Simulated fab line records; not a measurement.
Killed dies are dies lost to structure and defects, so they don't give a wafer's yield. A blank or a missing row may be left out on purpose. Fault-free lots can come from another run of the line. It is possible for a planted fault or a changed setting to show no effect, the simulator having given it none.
fab line records	flow nand_harc
record: lots: 6	wafers: 18	last_day: 32
route steps=1302 shown P_BONDPAD@356 END@1302
lots that met no fault: taken from a fault-free run of the same line
start_h: hours from the record's first day to the start of the lot's first wafer shown	wait_h: hours since the lot's step before	" unchanged from the row above	L1.1+2: one row covering several wafers at once	- no value present, or no start provided	* or withheld: withheld	< > ~ a bound
route shown NAME@n: a module of which the file shows steps, and the number in the route of the first	usual: mean and standard deviation over wafers with no fault	same: alike in all rows	chamber/n: place in a boat	sites: each site's reading	_std_site: the standard deviation of these	_edge_site: mean of outer sites minus mean of inner sites	radius_mm: how far each site lies from the wafer's centre	mask NAME#n: copy n	behind: tool/chamber where the wafer was last shaped	hold: cause of the lot's hold/its duration in hours/its outcome	device: the transistor (n, p or np) that didn't switch	end of line: tests run on the same wafers once the route is complete	a step without rows: its recipe alone	killed: count of dies lost to structure and defects at first sort (not the wafer's yield)	map: a wafer's dies, x killed, . not, _ none there
set.NAME: the setting that was run; set.NAME@STEP: the one run at that earlier step	model.NAME: the simulator's own value behind a step, which no gauge read
lots at some steps of the route; a table a step, a row a wafer
services: from which hour (start_h, from the record's first day; less than 0 if before it) a tool's chamber was out of use, for how many hours, and why
== steps ==
step: NHARC_P_BONDPAD_HMDS_02
recipe: time_s: 30
step: NHARC_P_BONDPAD_COAT_36
recipe: temp_c: 200	time_s: 65
step: NHARC_P_BONDPAD_COAT_03
recipe: spin_rpm: 2000	resist_thk_nm: 600
step: NHARC_P_BONDPAD_SOFTBAKE_04
recipe: temp_c: 125	time_s: 70
step: NHARC_P_BONDPAD_EBR_05
step: NHARC_P_BONDPAD_EXPOSE_06
recipe: na: 0.55	dose_mj: 37.06	mask_id: P_BPAD
step: NHARC_P_BONDPAD_PEB_07
recipe: peb_temp_c: 128	peb_time_s: 80
step: NHARC_P_BONDPAD_DEVELOP_08
recipe: time_s: 50	dev_temp_c: 22
step: NHARC_P_BONDPAD_CD_MEAS_09
recipe: target_cd_nm: 500	landing_energy_ev: 500
usual: cd_nm: 499.6/2.2
lot.wafer	tool	chamber	start_h	wait_h	cd_nm
L416.3	cd_sem-03	0	177.18	-	501.1
L416.4	"	0	"	"	503.1
L416.5	"	0	"	"	502.6
L418.3	cd_sem-03	0	193.99	-	503.2
L418.4	"	0	"	"	497.3
L418.5	"	0	"	"	499.2
L422.2	cd_sem-01	0	238.75	-	503.0
L422.3	"	0	"	"	502.0
L422.6	"	0	"	"	502.6
L423.1	cd_sem-01	0	244.41	-	501.9
L423.4	"	0	"	"	498.0
L423.5	"	0	"	"	499.5
L433.3	cd_sem-01	0	343.71	-	503.2
L433.4	"	0	"	"	500.6
L433.5	"	0	"	"	497.6
L434.2	cd_sem-02	0	353.19	-	500.0
L434.3	"	0	"	"	495.6
L434.5	"	0	"	"	493.6
step: NHARC_P_BONDPAD_OVL_MEAS_38
usual: overlay_x_nm: 0/5.9	overlay_y_nm: 0/4.8
lot.wafer	tool	chamber	start_h	wait_h	overlay_x_nm	overlay_y_nm
L416.3	overlay-02	-	177.27	-	5	-1
L416.4	"	-	"	"	6	-2
L416.5	"	-	"	"	6	-2
L418.3	overlay-01	-	194.07	-	-1	-2
L418.4	"	-	"	"	-1	-3
L418.5	"	-	"	"	-1	-2
L422.2	overlay-01	-	238.85	-	13	-3
L422.3	"	-	"	"	13	-3
L422.6	"	-	"	"	12	-3
L423.1	overlay-02	-	244.50	-	-4	-6
L423.4	"	-	"	"	-4	-6
L423.5	"	-	"	"	-4	-7
L433.3	overlay-01	-	343.79	-	4	1
L433.4	"	-	"	"	4	2
L433.5	"	-	"	"	5	2
L434.2	overlay-01	-	353.28	-	-7	0
L434.3	"	-	"	"	-7	0
L434.5	"	-	"	"	-6	0
step: NHARC_P_BONDPAD_HARDBAKE_10
recipe: temp_c: 118	time_s: 65
step: NHARC_P_BONDPAD_DESCUM_11
recipe: time_s: 3	o2_flow_sccm: 200	ar_flow_sccm: 0	bias_power_w: 0	chemistry: O2
usual: drypump_motor_current_A: 5.6/0.4	oes_product_au: 1.002/0.011	rf_vpp_V: 57.9/0.8	showerhead_plenum_p_Torr: 1.95/0.08	throttle_valve_pct: 11.311/0.0092
lot.wafer	tool	chamber	start_h	wait_h	drypump_motor_current_A	oes_product_au	rf_hours_counter_h	rf_vpp_V	showerhead_plenum_p_Torr	throttle_valve_pct
L416.3	rie_diel-01	2	177.40	-	5.4	0.977	6.9	56.8	2.00	11.299
L416.4	"	3	"	"	6.0	0.996	6.2	57.5	1.81	11.317
L416.5	"	1	"	"	5.7	0.981	-	59.3	2.02	11.313
L418.3	rie_diel-12	0	194.23	-	5.3	1.002	-	57.6	1.99	11.314
L418.4	"	3	"	"	5.7	0.995	-	58.3	2.00	11.309
L418.5	"	0	"	"	5.3	0.986	-	56.9	1.99	11.304
L422.2	rie_diel-12	1	238.99	-	5.7	1.018	4.8	58.1	2.04	11.327
L422.3	"	2	"	"	5.0	1.019	4.7	57.4	1.99	11.304
L422.6	"	3	"	"	5.7	0.994	-	57.5	2.00	11.315
L423.4	rie_diel-01	0	244.63	-	5.5	1.005	2.0	58.2	1.84	11.322
L423.1	"	1	"	"	5.7	1.025	2.8	57.0	2.02	11.310
L423.5	"	0	"	"	5.5	1.015	-	58.1	1.84	11.306
L433.3	rie_diel-01	3	343.93	-	6.0	1.008	9.4	58.3	1.80	11.311
L433.4	"	0	"	"	5.5	1.029	7.7	56.7	1.84	11.315
L433.5	"	2	"	"	5.3	1.008	-	57.4	1.99	11.319
L434.2	rie_diel-12	0	353.40	-	5.3	1.005	1.9	58.2	1.99	11.320
L434.3	"	1	"	"	5.7	1.017	1.7	56.4	2.04	11.308
L434.5	"	1	"	"	5.7	1.006	-	57.9	2.04	11.307
step: NHARC_P_BONDPAD_ETCH_37
recipe: target_depth_a: 600	overetch_a: 180	time_s: 65.91	ion_energy_ev: 200	n2_flow_sccm: 150	h2_flow_sccm: 150	ar_flow_sccm: 0	rf_w: 400	bias_w: 150	chemistry: N2/H2
usual: bias_w: 150.0/0.42	chamber_pressure_mTorr: 29.995/0.028	drypump_motor_current_A: 5.5/0.4	oes_product_au: 1.002/0.011	rf_vpp_V: 431.7/2.4	showerhead_plenum_p_Torr: 2.09/0.084	throttle_valve_pct: 14.172/0.01
lot.wafer	tool	chamber	start_h	wait_h	bias_w	chamber_pressure_mTorr	drypump_motor_current_A	oes_product_au	rf_hours_counter_h	rf_vpp_V	showerhead_plenum_p_Torr	throttle_valve_pct
L416.3	rie_diel-01	2	177.48	0.1	150.2	30.005	5.4	0.986	6.9	434.0	2.13	14.186
L416.4	"	1	"	"	150.2	30.002	5.8	0.992	7.9	432.8	2.16	14.173
L416.5	"	2	"	"	150.1	29.995	5.4	0.996	-	431.0	2.13	14.168
L418.3	rie_diel-12	0	194.36	0.1	148.8	30.011	5.3	0.989	-	433.4	2.12	14.171
L418.4	"	3	"	"	150.5	30.018	5.7	0.997	-	433.2	2.13	14.169
L418.5	"	3	"	"	149.6	30.003	5.7	1.003	-	433.3	2.13	14.191
L422.2	rie_diel-12	2	239.06	0.1	-	-	-	-	-	-	-	-
L422.3	"	1	"	"	-	-	-	-	-	-	-	-
L422.6	"	3	"	"	-	-	-	-	-	-	-	-
L423.4	rie_diel-01	2	244.72	0.1	-	-	-	-	-	-	-	-
L423.1	"	3	"	"	-	-	-	-	-	-	-	-
L423.5	"	0	"	"	-	-	-	-	-	-	-	-
L433.4	rie_diel-01	2	344.01	0.1	149.1	29.991	5.4	1.000	8.2	432.4	2.13	14.164
L433.3	"	3	"	"	150.2	29.956	6.0	0.997	9.4	426.6	1.92	14.177
L433.5	"	2	"	"	150.3	30.015	5.4	1.006	-	432.3	2.13	14.166
L434.2	rie_diel-12	0	353.48	0.1	150.3	29.984	5.3	0.994	1.9	432.3	2.12	14.183
L434.3	"	3	"	"	149.9	30.013	5.7	1.014	2.1	434.5	2.13	14.161
L434.5	"	0	"	"	150.1	30.020	5.2	0.997	-	432.5	2.12	14.166
step: NHARC_P_BONDPAD_ETCH_12
recipe: target_depth_a: 2000	time_s: 100	chf3_flow_sccm: 50	o2_flow_sccm: 10	ar_flow_sccm: 200	rf_w: 500	bias_w: 200	chemistry: CHF3/O2
usual: bias_w: 200.0/0.63	chamber_pressure_mTorr: 25.000/0.022	drypump_motor_current_A: 5.6/0.42	oes_product_au: 0.940/0.02	rf_vpp_V: 371.5/2.2	showerhead_plenum_p_Torr: 2.44/0.093	throttle_valve_pct: 20.573/0.0083
lot.wafer	tool	chamber	start_h	wait_h	bias_w	chamber_pressure_mTorr	drypump_motor_current_A	oes_product_au	rf_hours_counter_h	rf_vpp_V	showerhead_plenum_p_Torr	throttle_valve_pct
L416.4	rie_diel-01	1	-	-	199.0	24.977	5.7	0.923	7.9	372.6	2.53	20.563
L416.3	"	0	"	"	201.4	24.990	5.5	0.930	7.2	367.1	2.32	20.580
L416.5	"	2	"	"	199.8	24.990	5.3	0.913	-	372.6	2.50	20.558
L418.3	rie_diel-12	3	194.50	0.1	199.3	24.956	5.7	0.921	-	374.5	2.50	20.569
L418.4	"	0	"	"	199.1	25.021	5.3	0.920	-	371.6	2.49	20.566
L418.5	"	3	"	"	200.0	25.036	5.7	0.922	-	373.1	2.50	20.582
L422.3	rie_diel-12	0	239.15	0.1	200.1	25.030	5.3	0.922	4.8	372.9	2.49	20.586
L422.2	"	1	"	"	200.7	24.977	5.7	0.934	4.8	374.1	2.56	20.560
L422.6	"	1	"	"	200.1	24.969	5.7	0.940	-	374.0	2.56	20.580
L423.4	rie_diel-01	2	244.80	0.1	199.3	25.023	5.4	0.923	3.4	374.0	2.50	20.578
L423.1	"	1	"	"	199.0	24.990	5.7	0.939	2.8	372.3	2.53	20.571
L423.5	"	2	"	"	200.6	24.975	5.3	0.933	-	373.2	2.50	20.560
L433.4	rie_diel-01	0	-	-	200.1	24.986	5.5	0.947	7.7	368.1	2.31	20.575
L433.3	"	2	"	"	198.6	25.030	5.4	0.922	8.3	371.9	2.50	20.582
L433.5	"	0	"	"	201.0	24.979	5.5	0.940	-	368.1	2.31	20.572
L434.2	rie_diel-12	2	-	-	200.2	25.037	4.9	0.965	1.9	373.3	2.49	20.584
L434.3	"	3	"	"	199.8	25.017	5.7	0.961	2.1	372.7	2.50	20.578
L434.5	"	2	"	"	199.6	25.024	5.0	0.954	-	372.3	2.49	20.573
step: NHARC_END_SORT_01
recipe: temp_c: 25
usual: defect_limited_yield: 91.0/2.8	killed_at_array: 56/19	killed_at_other: 0.6/1	killed_at_periphery: 3.9/2.7	killed_dies: 61/19	killed_open: 3.3/1.9	killed_short: 2.4/1.7
same: gross_dies: 677
lot.wafer	tool	chamber	start_h	wait_h	defect_limited_yield[%]	killed_at_array	killed_at_other	killed_at_periphery	killed_dies	killed_open	killed_short
L416.3	prober-01	0	595.39	3.1	90.4	63	0	2	65	2	2
L416.4	prober-01	0	596.20	3.4	92.2	47	3	3	53	3	2
L416.5	prober-01	0	597.02	3.8	91.7	52	0	4	56	3	5
L422.2	prober-02	0	667.31	2.8	0	81	2	594	677	5	0
L422.3	prober-02	0	668.11	3.1	0	85	1	591	677	2	3
L422.6	prober-02	0	670.50	4.0	0	82	1	594	677	3	3
L423.1	prober-01	0	683.21	2.5	0	28	0	649	677	3	0
L423.4	prober-01	0	685.59	3.4	0	42	1	634	677	2	4
L423.5	prober-01	0	686.39	3.7	0	48	1	628	677	2	3
L434.2	prober-01	0	772.29	2.8	92.5	37	2	12	51	2	3
L434.3	prober-01	0	773.09	3.1	91.0	52	0	9	61	2	2
L434.5	prober-01	0	774.69	3.7	93.1	37	3	7	47	1	1
killed by level:class
L416.3 A_CHANNEL_HOLE_D2:chamber_film_flake=48 A_CONTACT:chamber_film_flake=7 A_CHANNEL_FILL_D1:geometric_particle:short=2 A_CHANNEL_HOLE_D1:chamber_film_flake=2 A_CHANNEL_FILL_D1:geometric_particle:open=1 A_SGD_CUT:geometric_particle:open=1 P_ZERO_WELL:chamber_film_flake=1 P_GATE:chamber_film_flake=1
L416.4 A_CHANNEL_HOLE_D2:chamber_film_flake=31 A_CONTACT:chamber_film_flake=5 THIN_TSV:chamber_film_flake=3 A_ONON_D2:geometric_particle:short=2 P_GATE:chamber_film_flake=2 A_CHANNEL_HOLE_D1:chamber_film_flake=2 A_SGD_CUT:chamber_film_flake=2 A_CHANNEL_FILL_D1:geometric_particle:open=1
L416.5 A_CHANNEL_HOLE_D2:chamber_film_flake=35 A_CONTACT:chamber_film_flake=3 A_CHANNEL_HOLE_D1:chamber_film_flake=2 A_DECK1_JOINT:chamber_film_flake=2 P_CONTACT:geometric_particle:short=1 P_M0:geometric_particle:open=1 P_M0:geometric_particle:short=1 A_CHANNEL_FILL_D1:geometric_particle:short=1
L422.2 P_BONDPAD:area_etch=593 A_SLIT:chamber_film_flake=35 A_CHANNEL_HOLE_D1:chamber_film_flake=27 A_CHANNEL_HOLE_D2:chamber_film_flake=11 THIN_TSV:chamber_film_flake=2 A_CONTACT:chamber_film_flake=2 A_SOURCE_PLATE:geometric_particle:open=1 A_ONON_D1:geometric_particle:open=1
L422.3 P_BONDPAD:area_etch=589 A_SLIT:chamber_film_flake=33 A_CHANNEL_HOLE_D1:chamber_film_flake=28 A_CHANNEL_HOLE_D2:chamber_film_flake=11 A_STAIRCASE:chamber_film_flake=3 P_GATE:chamber_film_flake=2 A_CONTACT:chamber_film_flake=2 A_M1:chamber_film_flake=2
L422.6 P_BONDPAD:area_etch=592 A_CHANNEL_HOLE_D1:chamber_film_flake=33 A_SLIT:chamber_film_flake=32 A_CHANNEL_HOLE_D2:chamber_film_flake=8 A_CONTACT:chamber_film_flake=2 A_CHANNEL_HOLE_D1:geometric_particle:short=1 A_CHANNEL_HOLE_D2:geometric_particle:open=1 A_SGD_CUT:geometric_particle:open=1
L423.1 P_BONDPAD:area_etch=641 A_SLIT:chamber_film_flake=19 P_STI:chamber_film_flake=3 P_GATE:chamber_film_flake=3 A_CHANNEL_HOLE_D1:chamber_film_flake=3 A_STAIRCASE:chamber_film_flake=3 A_CONTACT:chamber_film_flake=2 P_CONTACT:geometric_particle:open=1
L423.4 P_BONDPAD:area_etch=628 A_SLIT:chamber_film_flake=31 A_CHANNEL_HOLE_D1:chamber_film_flake=5 P_M0:geometric_particle:open=2 A_ONON_D2:geometric_particle:short=2 P_STI:chamber_film_flake=2 A_CONTACT:geometric_particle:short=1 A_M0:geometric_particle:short=1
L423.5 P_BONDPAD:area_etch=620 A_SLIT:chamber_film_flake=35 A_CHANNEL_HOLE_D1:chamber_film_flake=8 P_STI:chamber_film_flake=4 P_GATE:chamber_film_flake=2 A_CHANNEL_FILL_D1:chamber_film_flake=2 P_M0:geometric_particle:open=1 P_M0:geometric_particle:short=1
L434.2 A_SLIT:chamber_film_flake=23 P_STI:chamber_film_flake=10 A_CONTACT:chamber_film_flake=4 A_CHANNEL_FILL_D1:geometric_particle:short=2 A_CHANNEL_HOLE_D1:chamber_film_flake=2 A_CHANNEL_HOLE_D2:chamber_film_flake=2 A_STAIRCASE:chamber_film_flake=2 THIN_TSV:chamber_film_flake=2
L434.3 A_SLIT:chamber_film_flake=39 P_STI:chamber_film_flake=8 A_CHANNEL_HOLE_D2:chamber_film_flake=4 A_CONTACT:chamber_film_flake=3 A_STAIRCASE:chamber_film_flake=2 P_M0:geometric_particle:open=1 A_CHANNEL_FILL_D2:geometric_particle:short=1 A_CONTACT:geometric_particle:open=1
L434.5 A_SLIT:chamber_film_flake=24 P_STI:chamber_film_flake=7 A_CONTACT:chamber_film_flake=6 THIN_TSV:chamber_film_flake=3 A_CHANNEL_FILL_D1:geometric_particle:short=1 A_CHANNEL_FILL_D2:geometric_particle:open=1 A_ZERO_WELL:chamber_film_flake=1 A_CHANNEL_HOLE_D2:chamber_film_flake=1
map L422.2 (x killed, . not)
____________x____________
_________xxxxxxx_________
_______xxxxxxxxxxx_______
______xxxxxxxxxxxxx______
_____xxxxxxxxxxxxxxx_____
____xxxxxxxxxxxxxxxxx____
____xxxxxxxxxxxxxxxxx____
___xxxxxxxxxxxxxxxxxxx___
___xxxxxxxxxxxxxxxxxxx___
__xxxxxxxxxxxxxxxxxxxxx__
__xxxxxxxxxxxxxxxxxxxxx__
_xxxxxxxxxxxxxxxxxxxxxxx_
_xxxxxxxxxxxxxxxxxxxxxxx_
_xxxxxxxxxxxxxxxxxxxxxxx_
_xxxxxxxxxxxxxxxxxxxxxxx_
_xxxxxxxxxxxxxxxxxxxxxxx_
xxxxxxxxxxxxxxxxxxxxxxxxx
xxxxxxxxxxxxxxxxxxxxxxxxx
xxxxxxxxxxxxxxxxxxxxxxxxx
xxxxxxxxxxxxxxxxxxxxxxxxx
xxxxxxxxxxxxxxxxxxxxxxxxx
_xxxxxxxxxxxxxxxxxxxxxxx_
_xxxxxxxxxxxxxxxxxxxxxxx_
_xxxxxxxxxxxxxxxxxxxxxxx_
_xxxxxxxxxxxxxxxxxxxxxxx_
_xxxxxxxxxxxxxxxxxxxxxxx_
__xxxxxxxxxxxxxxxxxxxxx__
__xxxxxxxxxxxxxxxxxxxxx__
___xxxxxxxxxxxxxxxxxxx___
___xxxxxxxxxxxxxxxxxxx___
____xxxxxxxxxxxxxxxxx____
____xxxxxxxxxxxxxxxxx____
_____xxxxxxxxxxxxxxx_____
______xxxxxxxxxxxxx______
_______xxxxxxxxxxx_______
_________xxxxxxx_________
____________x____________
map L423.1 (x killed, . not)
____________x____________
_________xxxxxxx_________
_______xxxxxxxxxxx_______
______xxxxxxxxxxxxx______
_____xxxxxxxxxxxxxxx_____
____xxxxxxxxxxxxxxxxx____
____xxxxxxxxxxxxxxxxx____
___xxxxxxxxxxxxxxxxxxx___
___xxxxxxxxxxxxxxxxxxx___
__xxxxxxxxxxxxxxxxxxxxx__
__xxxxxxxxxxxxxxxxxxxxx__
_xxxxxxxxxxxxxxxxxxxxxxx_
_xxxxxxxxxxxxxxxxxxxxxxx_
_xxxxxxxxxxxxxxxxxxxxxxx_
_xxxxxxxxxxxxxxxxxxxxxxx_
_xxxxxxxxxxxxxxxxxxxxxxx_
xxxxxxxxxxxxxxxxxxxxxxxxx
xxxxxxxxxxxxxxxxxxxxxxxxx
xxxxxxxxxxxxxxxxxxxxxxxxx
xxxxxxxxxxxxxxxxxxxxxxxxx
xxxxxxxxxxxxxxxxxxxxxxxxx
_xxxxxxxxxxxxxxxxxxxxxxx_
_xxxxxxxxxxxxxxxxxxxxxxx_
_xxxxxxxxxxxxxxxxxxxxxxx_
_xxxxxxxxxxxxxxxxxxxxxxx_
_xxxxxxxxxxxxxxxxxxxxxxx_
__xxxxxxxxxxxxxxxxxxxxx__
__xxxxxxxxxxxxxxxxxxxxx__
___xxxxxxxxxxxxxxxxxxx___
___xxxxxxxxxxxxxxxxxxx___
____xxxxxxxxxxxxxxxxx____
____xxxxxxxxxxxxxxxxx____
_____xxxxxxxxxxxxxxx_____
______xxxxxxxxxxxxx______
_______xxxxxxxxxxx_______
_________xxxxxxx_________
____________x____________
== services ==
tool	chamber	start_h	hours	kind
rie_diel-01	0	158.30	-	clean
rie_diel-01	1	158.30	-	clean
rie_diel-01	2	158.30	-	clean
rie_diel-01	3	158.30	-	clean
rie_diel-12	0	160.49	7.1	repair
rie_diel-12	3	164.04	5.3	repair
rie_diel-12	0	173.90	-	clean
rie_diel-12	1	173.90	-	clean
rie_diel-12	2	173.90	-	clean
rie_diel-12	3	173.90	-	clean
rie_diel-01	0	182.80	-	clean
rie_diel-01	1	182.80	-	clean
rie_diel-01	2	182.80	-	clean
rie_diel-01	3	182.80	-	clean
rie_diel-12	2	191.35	4.6	repair
rie_diel-12	1	191.55	3.9	repair
rie_diel-12	0	198.40	-	clean
rie_diel-12	1	198.40	-	clean
rie_diel-12	2	198.40	-	clean
rie_diel-12	3	198.40	-	clean
rie_diel-01	-	203.82	9.0	pm
rie_diel-01	0	203.82	9.0	vent_cycle
rie_diel-01	1	203.82	9.0	vent_cycle
rie_diel-12	-	268.40	9.0	pm
== key ==
first_sign: step: NHARC_P_BONDPAD_ETCH_37	reading: tool_record	direction: missing
effect: step: NHARC_END_SORT_01	reading: killed_at_periphery	direction: up	sigmas: 99+	usual: 3.9	struck: 615
more_kills_born_at: NHARC_P_BONDPAD_ETCH_37@rie_diel-01: 1889	NHARC_P_BONDPAD_ETCH_37@rie_diel-12: 1774
met_at NHARC_P_BONDPAD_ETCH_37
struck_wafers L422.2,L422.3,L422.6,L423.1,L423.4,L423.5
later_rows_left_out L422.2,L422.3,L422.6,L423.1,L423.4,L423.5
onset_between 194.36 239.06
fault: kind: skipped_step_whole	tool: rie_diel-01,rie_diel-12	chamber: -	onset_h: 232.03	steps: NHARC_P_BONDPAD_ETCH_37	scope: struck_lots_only
later_rows_left_out: the simulator's readings of these wafers behind a module that went badly wrong aren't trusted and aren't shown, but for the sort
